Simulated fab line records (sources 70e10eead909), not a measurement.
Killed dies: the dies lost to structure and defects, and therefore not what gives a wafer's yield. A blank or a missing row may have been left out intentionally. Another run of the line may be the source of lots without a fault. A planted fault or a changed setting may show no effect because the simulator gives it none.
fab line records	flow nand_harc	part 1 of 2: steps 1 to 20 of 29
record lots=5	wafers=15	last_day=33
route steps=1302 shown A_CHANNEL_HOLE_D2@595 A_CHANNEL_FILL_D2@610
lots that met no fault: taken from a fault-free run of the same line
start_h: the number of hours between the record's first day and the start of the first shown wafer of the lot	wait_h: time in hours since the lot's previous step	" identical to the entry in the row above	L1.1+2: a single row standing in for several wafers	- either no value or no given start	* or withheld: withheld	< > ~ a bound
route shown NAME@n: names a module that has steps shown in the file, with the first one's number in the route	usual: mean and standard deviation over wafers with no fault	same: alike in all rows	chamber/n: place in a boat	sites: each site's reading	_std_site: how widely they spread, as a standard deviation	_edge_site: inner sites' mean taken away from outer sites' mean	radius_mm: how far each site lies from the wafer's centre	mask NAME#n: copy n	behind: tool/chamber where the wafer was last shaped	hold: why the lot went on hold/how many hours it stayed there/how the hold came to an end	device: which transistor (n, p or np) failed to switch	end of line: the route-end tests of the same wafers	a step given without rows: its recipe and nothing more	killed: at the first sort, the dies lost to defects and structure; wafer yield is something else	map: the dies of a wafer, with x for killed, . for not killed, _ for no die there
set.NAME: the setting that was run; set.NAME@STEP: the one run at that earlier step	model.NAME: the simulator's own value behind a step, which no gauge read
lots seen at some steps along the route; tables by step, rows by wafer
services: when a tool's chamber went out of use (start_h, in hours from the record's first day, below 0 if earlier), for how many hours, and the reason
## steps
# step NHARC_A_CHANNEL_HOLE_D2_ETCH_23
# recipe bias_v=5000	source_w=withheld	pressure_mtorr=20	time_s=819	ar_flow_sccm=375	c4f8_flow_sccm=89.3	o2_flow_sccm=35.7	temp_c=-20	target_depth_a=16000	chemistry=C4F8/O2/Ar
# usual drypump_motor_current_A=5.7/0.49	o2_flow_sccm=35.70/0.1	showerhead_plenum_p_Torr=3.670/0.026	throttle_valve_pct=32.154/0.0091
lot.wafer	tool	chamber	start_h	wait_h	drypump_motor_current_A	o2_flow_sccm	rf_hours_counter_h	showerhead_plenum_p_Torr	throttle_valve_pct
L075.1	har_etch-01	1	301.73	0.5	5.7	35.82	154	3.698	32.161
L075.4	"	0	"	"	5.7	35.61	-	3.698	32.153
L075.6	"	1	"	"	5.7	35.67	-	3.698	32.148
L083.4	har_etch-02	0	403.62	0.5	6.4	35.70	-	3.706	32.168
L083.3	"	1	"	"	4.8	35.68	-	3.663	32.160
L083.5	"	1	"	"	4.8	35.72	-	3.663	32.152
L086.4	har_etch-01	1	409.48	0.5	5.7	35.76	-	3.665	32.151
L086.3	"	0	"	"	5.6	35.65	-	3.665	32.161
L086.6	"	1	"	"	5.7	35.67	-	3.665	32.166
L097.2	har_etch-01	0	521.20	0.5	5.7	35.67	281	3.630	32.141
L097.4	"	0	"	"	5.6	35.72	-	3.630	32.134
L097.3	"	1	"	"	5.7	35.63	-	3.630	32.149
L096.4	har_etch-02	1	522.26	0.5	4.8	35.60	-	3.624	32.164
L096.6	"	1	"	"	4.8	35.78	-	3.623	32.161
L096.5	"	0	"	"	6.4	35.60	-	3.667	32.171
# step NHARC_A_CHANNEL_HOLE_D2_ETCH_24
# recipe bias_v=5000	source_w=withheld	pressure_mtorr=20	time_s=906.2	ar_flow_sccm=375	c4f8_flow_sccm=93.8	o2_flow_sccm=31.2	temp_c=-20	target_depth_a=15000	chemistry=C4F8/O2/Ar
# usual drypump_motor_current_A=5.7/0.49	o2_flow_sccm=31.20/0.088	showerhead_plenum_p_Torr=3.665/0.025	throttle_valve_pct=32.236/0.0092
lot.wafer	tool	chamber	start_h	wait_h	drypump_motor_current_A	o2_flow_sccm	rf_hours_counter_h	showerhead_plenum_p_Torr	throttle_valve_pct
L075.1	har_etch-01	1	302.43	0.6	5.7	31.32	155	3.693	32.237
L075.4	"	0	"	"	5.7	31.15	-	3.693	32.239
L075.6	"	1	"	"	5.7	31.22	-	3.693	32.236
L083.4	har_etch-02	0	404.34	0.6	6.4	30.96	-	3.701	32.232
L083.3	"	1	"	"	4.8	31.19	-	3.658	32.240
L083.5	"	1	"	"	4.8	31.20	-	3.658	32.247
L086.4	har_etch-01	1	410.20	0.6	5.7	31.28	-	3.660	32.211
L086.3	"	0	"	"	5.6	31.20	-	3.660	32.246
L086.6	"	1	"	"	5.7	31.22	-	3.660	32.235
L097.2	har_etch-01	0	521.90	0.6	5.7	31.09	281	3.625	32.225
L097.4	"	0	"	"	5.6	31.06	-	3.625	32.244
L097.3	"	1	"	"	5.7	31.17	-	3.625	32.227
L096.4	har_etch-02	1	522.98	0.6	4.8	31.19	-	3.619	32.227
L096.6	"	1	"	"	4.8	30.94	-	3.619	32.239
L096.5	"	0	"	"	6.4	31.14	-	3.662	32.231
# step NHARC_A_CHANNEL_HOLE_D2_ETCH_25
# recipe bias_v=5000	source_w=withheld	pressure_mtorr=20	time_s=1040.2	ar_flow_sccm=375	c4f8_flow_sccm=93.8	o2_flow_sccm=31.2	temp_c=-20	target_depth_a=15000	chemistry=C4F8/O2/Ar
# usual drypump_motor_current_A=5.7/0.49	o2_flow_sccm=31.21/0.095	showerhead_plenum_p_Torr=3.664/0.025	throttle_valve_pct=32.235/0.0097
lot.wafer	tool	chamber	start_h	wait_h	drypump_motor_current_A	o2_flow_sccm	rf_hours_counter_h	showerhead_plenum_p_Torr	throttle_valve_pct
L075.1	har_etch-01	1	303.20	0.6	5.7	31.31	156	3.693	32.236
L075.4	"	0	"	"	5.6	31.26	-	3.693	32.231
L075.6	"	1	"	"	5.7	31.21	-	3.693	32.225
L083.4	har_etch-02	0	405.14	0.7	6.4	31.36	-	3.700	32.239
L083.3	"	1	"	"	4.8	31.25	-	3.657	32.223
L083.5	"	1	"	"	4.8	31.39	-	3.657	32.226
L086.4	har_etch-01	1	411.00	0.7	5.7	31.09	-	3.660	32.241
L086.3	"	0	"	"	5.7	31.22	-	3.660	32.241
L086.6	"	1	"	"	5.7	31.08	-	3.660	32.242
L097.2	har_etch-01	0	522.67	0.6	5.6	31.02	282	3.624	32.228
L097.4	"	0	"	"	5.6	31.13	-	3.624	32.232
L097.3	"	1	"	"	5.7	31.29	-	3.624	32.212
L096.4	har_etch-02	1	523.79	0.7	4.8	31.22	-	3.618	32.230
L096.6	"	1	"	"	4.8	31.44	-	3.618	32.221
L096.5	"	0	"	"	6.4	30.99	-	3.662	32.222
# step NHARC_A_CHANNEL_HOLE_D2_ETCH_26
# recipe bias_v=300	source_w=2000	pressure_mtorr=30	time_s=224.1	ar_flow_sccm=375	c4f8_flow_sccm=11.4	o2_flow_sccm=113.6	temp_c=-20	target_depth_a=3000	chemistry=C4F8/O2/Ar
# usual drypump_motor_current_A=5.7/0.48	o2_flow_sccm=113.6/0.36	showerhead_plenum_p_Torr=3.713/0.027	throttle_valve_pct=24.583/0.01
lot.wafer	tool	chamber	start_h	wait_h	drypump_motor_current_A	o2_flow_sccm	rf_hours_counter_h	showerhead_plenum_p_Torr	throttle_valve_pct
L075.1	har_etch-01	1	304.06	0.7	5.7	114.2	156	3.743	24.586
L075.4	"	0	"	"	5.6	113.6	-	3.743	24.593
L075.6	"	1	"	"	5.7	114.3	-	3.743	24.581
L083.4	har_etch-02	0	405.79	0.5	6.4	113.9	-	3.751	24.581
L083.3	"	1	"	"	4.8	113.5	-	3.706	24.596
L083.5	"	1	"	"	4.8	113.8	-	3.705	24.580
L086.4	har_etch-01	1	411.65	0.5	5.7	114.4	-	3.708	24.581
L086.3	"	0	"	"	5.6	113.0	-	3.707	24.579
L086.6	"	1	"	"	5.7	113.6	-	3.707	24.578
L097.2	har_etch-01	0	523.56	0.7	5.7	113.5	283	3.670	24.581
L097.4	"	0	"	"	5.6	113.5	-	3.671	24.578
L097.3	"	1	"	"	5.7	113.7	-	3.670	24.578
L096.4	har_etch-02	1	524.44	0.5	4.8	113.4	-	3.664	24.578
L096.6	"	1	"	"	4.8	113.7	-	3.664	24.576
L096.5	"	0	"	"	6.4	113.6	-	3.710	24.574
# step NHARC_A_CHANNEL_HOLE_D2_ETCH_27
# recipe bias_v=400	source_w=2000	pressure_mtorr=25	time_s=90	ar_flow_sccm=375	c4f8_flow_sccm=41.7	o2_flow_sccm=83.3	temp_c=-20	target_depth_a=4000	chemistry=C4F8/O2/Ar
# usual drypump_motor_current_A=5.7/0.49	o2_flow_sccm=83.30/0.23	showerhead_plenum_p_Torr=3.707/0.026	throttle_valve_pct=27.620/0.0089
lot.wafer	tool	chamber	start_h	wait_h	drypump_motor_current_A	o2_flow_sccm	rf_hours_counter_h	showerhead_plenum_p_Torr	throttle_valve_pct
L075.1	har_etch-01	1	304.25	0.2	5.7	83.14	157	3.736	27.617
L075.4	"	0	"	"	5.6	83.56	-	3.737	27.630
L075.6	"	1	"	"	5.7	83.16	-	3.737	27.609
L083.4	har_etch-02	0	405.98	0.2	6.4	83.13	-	3.745	27.630
L083.3	"	1	"	"	4.8	83.08	-	3.700	27.625
L083.5	"	1	"	"	4.8	83.46	-	3.700	27.614
L086.4	har_etch-01	1	411.84	0.2	5.7	82.86	-	3.702	27.630
L086.3	"	0	"	"	5.6	82.81	-	3.703	27.603
L086.6	"	1	"	"	5.7	83.54	-	3.703	27.616
L097.2	har_etch-01	0	523.76	0.2	5.6	83.44	283	3.666	27.620
L097.4	"	0	"	"	5.7	83.37	-	3.666	27.619
L097.3	"	1	"	"	5.7	83.34	-	3.666	27.629
L096.4	har_etch-02	1	524.63	0.2	4.8	83.47	-	3.660	27.610
L096.6	"	1	"	"	4.8	83.07	-	3.660	27.624
L096.5	"	0	"	"	6.4	83.59	-	3.704	27.607
# step NHARC_A_CHANNEL_HOLE_D2_STRIP_41
# recipe n2_flow_sccm=150	h2_flow_sccm=150	ar_flow_sccm=0	bias_w=0	chemistry=N2/H2
lot.wafer	tool	chamber	start_h	wait_h
L075.4+1+6	rie_diel-04	3,1,2	304.79	0.4
L083.3+4+5	rie_diel-04	2,1,2	406.47	0.4
L086.4+3+6	rie_diel-11	3,2,3	412.31	0.4
L097.4+3+2	rie_diel-06	1,3,0	524.29	0.4
L096.4+6+5	rie_diel-04	2,2,1	525.14	0.5
# step NHARC_A_CHANNEL_HOLE_D2_STRIP_42
# recipe cf4_flow_sccm=100	chf3_flow_sccm=30	ar_flow_sccm=0	bias_w=0	chemistry=CF4/CHF3
lot.wafer	tool	chamber	start_h	wait_h
L075.4+1+6	rie_diel-04	3,0,3	304.88	0.1
L083.3+5+4	rie_diel-04	1,2,1	406.56	0.1
L086.4+3+6	rie_diel-11	2,3,1	412.41	0.1
L097.2+3+4	rie_diel-06	0,1,2	524.38	0.1
L096.4+5+6	rie_diel-04	1,1,2	525.26	0.1
# step NHARC_A_CHANNEL_HOLE_D2_STRIP_43
# recipe o2_flow_sccm=400	cos_flow_sccm=20	ar_flow_sccm=0	bias_w=0	chemistry=O2/COS
lot.wafer	tool	chamber	start_h	wait_h
L075.4+1+6	rie_diel-04	0,1,1	304.94	0.1
L083.3+5+4	rie_diel-04	2,2,0	406.63	0.1
L086.3+4+6	rie_diel-11	2,3,0	412.47	0.1
L097.2+4+3	rie_diel-06	3,1,2	524.44	0.1
L096.4+5+6	rie_diel-04	1,1,2	525.34	0.1
# step NHARC_A_CHANNEL_HOLE_D2_ETCH_44
# recipe target_depth_a=1400	overetch_a=140	time_s=77	ion_energy_ev=100	cf4_flow_sccm=80	o2_flow_sccm=20	ar_flow_sccm=0	rf_w=300	bias_w=100	chemistry=CF4/O2
# usual drypump_motor_current_A=5.5/0.42	o2_flow_sccm=19.99/0.055	oes_product_au=1.004/0.013	rf_vpp_V=197.9/1.2	showerhead_plenum_p_Torr=1.34/0.043	throttle_valve_pct=13.397/0.0098
lot.wafer	tool	chamber	start_h	wait_h	drypump_motor_current_A	o2_flow_sccm	oes_product_au	rf_hours_counter_h	rf_vpp_V	showerhead_plenum_p_Torr	throttle_valve_pct
L075.4	rie_diel-04	0	305.01	0.1	6.0	19.94	1.019	6.7	197.3	1.30	13.384
L075.1	"	2	"	"	5.0	19.98	1.003	7.2	199.2	1.37	13.399
L075.6	"	3	"	"	4.9	19.97	1.005	-	198.1	1.33	13.408
L083.3	rie_diel-04	0	406.71	0.1	6.0	20.04	0.990	1.5	197.4	1.30	13.405
L083.5	"	1	"	"	5.8	19.92	1.013	-	196.6	1.31	13.405
L083.4	"	0	"	"	6.0	19.94	1.009	-	197.9	1.30	13.395
L086.4	rie_diel-11	3	412.53	0.1	5.5	20.05	1.011	9.9	198.8	1.36	13.398
L086.3	"	0	"	"	5.7	20.02	0.993	10.5	198.7	1.40	13.394
L086.6	"	2	"	"	5.4	20.01	1.008	-	199.8	1.40	13.390
L097.2	rie_diel-06	0	524.50	0.1	5.4	19.94	0.999	1.4	196.8	1.34	13.387
L097.3	"	1	"	"	5.8	20.01	1.003	2.8	200.1	1.43	13.405
L097.4	"	2	"	"	5.8	19.98	0.991	3.3	195.5	1.26	13.398
L096.4	rie_diel-04	2	525.45	0.1	5.0	19.99	0.997	-	197.9	1.37	13.390
L096.6	"	1	"	"	5.7	19.94	1.021	-	196.2	1.31	13.379
L096.5	"	2	"	"	5.0	19.98	1.000	-	197.7	1.37	13.422
# step NHARC_A_CHANNEL_HOLE_D2_STRIP_28
# recipe o2_flow_sccm=500	ar_flow_sccm=0	bias_w=0	chemistry=O2
# usual drypump_motor_current_A=5.5/0.42	o2_flow_sccm=499.9/1.5	oes_product_au=1.003/0.015	rf_vpp_V=57.8/0.78	showerhead_plenum_p_Torr=3.53/0.11	throttle_valve_pct=17.036/0.0094
lot.wafer	tool	chamber	start_h	wait_h	drypump_motor_current_A	o2_flow_sccm	oes_product_au	rf_hours_counter_h	rf_vpp_V	showerhead_plenum_p_Torr	throttle_valve_pct
L075.1	rie_diel-04	0	-	-	6.0	504.3	1.019	6.8	57.4	3.45	17.047
L075.4	"	1	"	"	5.8	498.9	1.004	7.3	56.9	3.47	17.039
L075.6	"	0	"	"	6.0	502.7	1.012	-	58.2	3.45	17.032
L083.3	rie_diel-04	2	-	-	5.0	499.1	0.986	1.2	57.6	3.62	17.021
L083.4	"	2	"	"	5.0	499.0	0.989	-	59.3	3.62	17.048
L083.5	"	0	"	"	6.0	501.4	0.982	-	57.2	3.45	17.040
L086.3	rie_diel-11	1	-	-	4.9	499.8	1.019	11.0	57.4	3.46	17.038
L086.4	"	2	"	"	5.4	499.9	1.000	10.5	58.4	3.68	17.033
L086.6	"	0	"	"	5.7	498.0	0.983	-	57.7	3.70	17.039
L097.2	rie_diel-06	2	-	-	5.8	500.7	0.982	3.3	57.6	3.33	17.037
L097.3	"	0	"	"	5.4	499.6	0.996	1.4	57.1	3.55	17.025
L097.4	"	1	"	"	5.8	499.8	1.002	2.9	58.8	3.77	17.027
L096.6	rie_diel-04	2	525.77	0.3	5.0	501.6	0.994	-	58.5	3.62	17.038
L096.4	"	3	"	"	4.9	500.5	1.000	-	58.2	3.50	17.027
L096.5	"	1	"	"	5.8	501.0	1.020	-	58.4	3.47	17.024
# step NHARC_A_CHANNEL_HOLE_D2_PRECLEAN_29
# recipe time_s=*	temp_c=50	bath_age_min=0	chemistry=SC1
lot.wafer	tool	chamber	start_h	wait_h
L075.4+6+1	wet_bench-06	6,0,2	305.66	-
L083.3+5+4	wet_bench-06	1,2,3	407.47	-
L086.6+3+4	wet_bench-04	6,0,3	413.18	-
L097.4+3+2	wet_bench-06	0,1,3	525.17	-
L096.6+5+4	wet_bench-03	4,5,7	526.21	-
# step NHARC_A_CHANNEL_HOLE_D2_SRD_30
lot.wafer	tool	chamber	start_h	wait_h
L075.4+6+1	wet_bench-06	6,0,2	-	-
L083.3+5+4	wet_bench-06	1,2,3	-	-
L086.6+3+4	wet_bench-04	6,0,3	-	-
L097.4+3+2	wet_bench-06	0,1,3	-	-
L096.6+5+4	wet_bench-03	4,5,7	-	-
# step NHARC_A_CHANNEL_HOLE_D2_CD_MEAS_31
# usual cd_nm=89.4/1.8
lot.wafer	tool	chamber	start_h	wait_h	cd_nm
L075.1	cd_sem-03	-	305.80	-	89.2
L075.4	"	-	"	"	89.4
L075.6	"	-	"	"	89.3
L083.3	cd_sem-03	-	407.61	-	88.0
L083.4	"	-	"	"	87.0
L083.5	"	-	"	"	87.1
L086.3	cd_sem-02	-	413.32	-	89.0
L086.4	"	-	"	"	88.9
L086.6	"	-	"	"	88.7
L097.2	cd_sem-01	-	525.30	-	88.6
L097.3	"	-	"	"	87.3
L097.4	"	-	"	"	91.9
L096.4	cd_sem-03	-	526.36	-	92.2
L096.5	"	-	"	"	93.7
L096.6	"	-	"	"	90.9
# step NHARC_A_CHANNEL_HOLE_D2_XSEM_32
# recipe landing_energy_ev=35000
# usual bot_cd_nm=73.9/1.8	bow_nm=8.67/0.19	tilt_deg=0.08/0.047
lot.wafer	tool	chamber	start_h	wait_h	bot_cd_nm	bow_nm	tilt_deg
L075.1	xsem-01	0	305.88	0.1	74.7	8.49	0.00
L075.4	"	0	"	"	74.4	8.52	0.00
L075.6	"	0	"	"	74.8	8.51	0.00
L083.3	xsem-02	0	407.71	0.1	73.1	8.39	0.04
L083.4	"	0	"	"	71.5	8.45	0.04
L083.5	"	0	"	"	72.5	8.34	0.04
L086.3	xsem-01	0	413.41	0.1	73.1	8.51	0.11
L086.4	"	0	"	"	73.7	8.55	0.11
L086.6	"	0	"	"	72.6	8.50	0.11
L097.2	xsem-01	0	525.38	0.1	73.1	8.83	0.12
L097.3	"	0	"	"	72.1	8.84	0.12
L097.4	"	0	"	"	76.4	8.73	0.12
L096.4	xsem-02	0	526.46	0.1	76.4	8.56	0.03
L096.5	"	0	"	"	77.7	8.59	0.03
L096.6	"	0	"	"	75.5	8.63	0.03
# step NHARC_A_CHANNEL_HOLE_D2_INSPECT_40
# usual raw_defect_count=274/75
lot.wafer	tool	chamber	start_h	wait_h	raw_defect_count
L075.1	defect_inspect-02	-	305.99	-	218
L075.4	"	-	"	"	190
L075.6	"	-	"	"	196
L083.3	defect_inspect-01	-	407.80	-	221
L083.4	"	-	"	"	271
L083.5	"	-	"	"	190
L086.3	defect_inspect-02	-	413.51	-	362
L086.4	"	-	"	"	258
L086.6	"	-	"	"	264
L097.2	defect_inspect-02	-	525.48	-	257
L097.3	"	-	"	"	294
L097.4	"	-	"	"	285
L096.4	defect_inspect-02	-	526.54	-	236
L096.5	"	-	"	"	155
L096.6	"	-	"	"	166
# step NHARC_A_CHANNEL_FILL_D2_PRECLEAN_00
# recipe time_s=*	temp_c=50	bath_age_min=0	chemistry=SC1
lot.wafer	tool	chamber	start_h	wait_h
L075.1+4+6	wet_bench-07	7,2,3	306.05	0.1
L083.4+5+3	wet_bench-07	5,0,1	407.85	0.0
L086.3+6+4	wet_bench-02	3,6,0	413.56	0.0
L097.4+2+3	wet_bench-02	7,1,2	525.54	0.1
L096.6+4+5	wet_bench-09	3,4,0	526.59	0.0
# step NHARC_A_CHANNEL_FILL_D2_SRD_01
lot.wafer	tool	chamber	start_h	wait_h
L075.1+4+6	wet_bench-07	7,2,3	306.11	0.1
L083.4+5+3	wet_bench-07	5,0,1	-	-
L086.3+6+4	wet_bench-02	3,6,0	-	-
L097.4+2+3	wet_bench-02	7,1,2	-	-
L096.6+4+5	wet_bench-09	3,4,0	-	-
# step NHARC_A_CHANNEL_FILL_D2_ALD_02
# recipe target_thk_a=60	pulse_time_s=10	ald_cycles=60	temp_c=300	material=SiO2
# usual heater_power_w=485/42	precursor_pulse_height_rel=1.001/0.019
# same ald_cycles=60	pulse_time_s=10
lot.wafer	tool	chamber	start_h	wait_h	heater_power_w	precursor_pulse_height_rel
L075.1	ald_hk-01	3	306.37	0.3	434	1.014
L075.4	"	0	"	"	472	0.997
L075.6	"	1	"	"	517	1.013
L083.3	ald_hk-02	0	408.14	-	531	0.992
L083.4	"	1	"	"	480	1.001
L083.5	"	0	"	"	537	0.979
L086.3	ald_hk-04	2	413.71	-	463	1.002
L086.4	"	1	"	"	476	0.993
L086.6	"	3	"	"	466	1.037
L097.3	ald_hk-02	3	525.74	-	516	0.981
L097.4	"	0	"	"	540	1.014
L097.2	"	1	"	"	496	1.010
L096.4	ald_hk-02	0	526.73	-	520	1.013
L096.5	"	0	"	"	534	0.994
L096.6	"	1	"	"	507	1.027
# step NHARC_A_CHANNEL_FILL_D2_ALD_03
# recipe target_thk_a=60	pulse_time_s=60	ald_cycles=58	temp_c=630	pressure_torr=2	material=SiNx
# usual precursor_pulse_height_rel=0.999/0.021
# same ald_cycles=58	pulse_time_s=60
lot.wafer	tool	chamber	start_h	wait_h	precursor_pulse_height_rel
L075.1	ald_sin_batch-01	0	-	-	1.013
L075.4	"	0	"	"	1.005
L075.6	"	0	"	"	0.999
L083.3	ald_sin_batch-01	0	-	-	0.979
L083.4	"	0	"	"	1.019
L083.5	"	0	"	"	0.985
L086.3	ald_sin_batch-02	0	-	-	1.024
L086.4	"	0	"	"	1.019
L086.6	"	0	"	"	0.979
L096.4	ald_sin_batch-03	0	-	-	0.994
L096.5	"	0	"	"	1.015
L096.6	"	0	"	"	1.012
L097.2	ald_sin_batch-03	0	-	-	1.010
L097.3	"	0	"	"	0.984
L097.4	"	0	"	"	1.019
# step NHARC_A_CHANNEL_FILL_D2_ALD_14
# recipe target_thk_a=25	pulse_time_s=10	ald_cycles=25	temp_c=300	material=SiO2
# usual heater_power_w=489/50	precursor_pulse_height_rel=0.999/0.021
# same ald_cycles=25	pulse_time_s=10
lot.wafer	tool	chamber	start_h	wait_h	heater_power_w	precursor_pulse_height_rel
L075.1	ald_hk-02	2	314.90	1.7	453	0.999
L075.4	"	3	"	"	518	0.984
L075.6	"	1	"	"	511	0.980
L083.3	ald_hk-04	1	415.46	0.1	460	1.039
L083.4	"	2	"	"	447	1.001
L083.5	"	1	"	"	464	0.969
L086.3	ald_hk-01	3	420.74	0.0	433	1.035
L086.4	"	0	"	"	477	1.021
L086.6	"	3	"	"	433	0.994
L097.2	ald_hk-02	1	532.74	0.0	505	0.995
L097.4	"	3	"	"	527	1.019
L097.3	"	0	"	"	535	1.041
L096.4	ald_hk-04	1	532.82	0.1	454	1.007
L096.5	"	3	"	"	428	1.026
L096.6	"	0	"	"	562	1.003
